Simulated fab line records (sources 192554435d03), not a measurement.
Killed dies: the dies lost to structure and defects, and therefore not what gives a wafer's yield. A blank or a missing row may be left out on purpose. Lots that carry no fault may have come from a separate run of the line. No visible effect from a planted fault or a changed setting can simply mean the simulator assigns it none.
Matching of chambers | flow n5-finfet | N5_BEOL_M3_ALD_98 on ald-sin-01: 4 sister chambers
The step deposits SiO2, target thk 2.5 nm, pulse time 1 s, co reactant pulse time 1 s. 14 wafers are shown with their chamber, then 7 later ones without.

## EACH WAFER AND ITS CHAMBER
wafer  | chamber | heater-power-outer-w (W) | heater-power-w (W) | precursor-pulse-height-rel
L079.1 | 0       | 36                       | 74                 | 1.036
L079.2 | 3       | 46                       | 78                 | 1.008
L079.3 | 1       | 42                       | 81                 | 0.965
L083.1 | 3       | 48                       | 77                 | 0.983
L083.3 | 1       | 43                       | 80                 | 0.994
L083.5 | 0       | 37                       | 72                 | 1.005
L085.3 | 0       | 36                       | 72                 | 1.031
L085.4 | 3       | 49                       | 76                 | 1.003
L085.6 | 3       | 49                       | 77                 | 0.983
L090.4 | 3       | 47                       | 77                 | 0.982
L090.5 | 2       | 40                       | 78                 | 0.964
L090.6 | 1       | 42                       | 83                 | 1.057
L089.2 | 2       | 39                       | 79                 | 0.992
L089.3 | 3       | 48                       | 78                 | 0.988

SIGNATURES, as means of the wafers listed above
reading                    | chamber 0 | chamber 1 | chamber 2 | chamber 3 | scatter within a chamber
heater-power-outer-w       | 36.33     | 42.33     | 39.50     | 47.83     | 0.931
heater-power-w             | 72.67     | 81.33     | 78.50     | 77.17     | 1.03
precursor-pulse-height-rel | 1.02400   | 1.00533   | 0.97800   | 0.99117   | 0.0245
Rule: for a wafer and a chamber, the distance is found by dividing, reading by reading, the gap between the wafer's reading and the chamber's mean by the reading's scatter, squaring, summing and taking the root. The wafer belongs to the nearest chamber; if the next one is less than 2 further off, it can't be placed. The scatter: the root of (the sum of the squares of (reading less its chamber's mean) over the shown wafers, divided by (wafers less chambers)).

## WAFERS WITHOUT THEIR CHAMBER
wafer  | heater-power-outer-w (W) | heater-power-w (W) | precursor-pulse-height-rel
L089.5 | 41                       | 80                 | 0.995
L094.1 | 42                       | 80                 | 1.028
L094.2 | 45                       | 76                 | 0.981
L094.6 | 44                       | 74                 | 0.982
L095.2 | 40                       | 78                 | 1.017
L095.3 | 44                       | 74                 | 1.006
L095.6 | 44                       | 75                 | 1.007

## THE CHAMBER EACH PASSED THROUGH
wafer  | from the rows above          | in truth
L089.5 | can't be placed: 1 or 2      | 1
L094.1 | 1                            | 1
L094.2 | 3                            | 3
L094.6 | can't be placed: 3 or 2      | 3
L095.2 | 2                            | 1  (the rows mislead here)
L095.3 | can't be placed: 3 or 2      | 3
L095.6 | can't be placed: 3 or 2 or 1 | 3
Placed correctly: 2 of 7. From these rows, 4 cannot be placed; in 4 the true chamber is one of the candidates. Placed wrongly: 1.
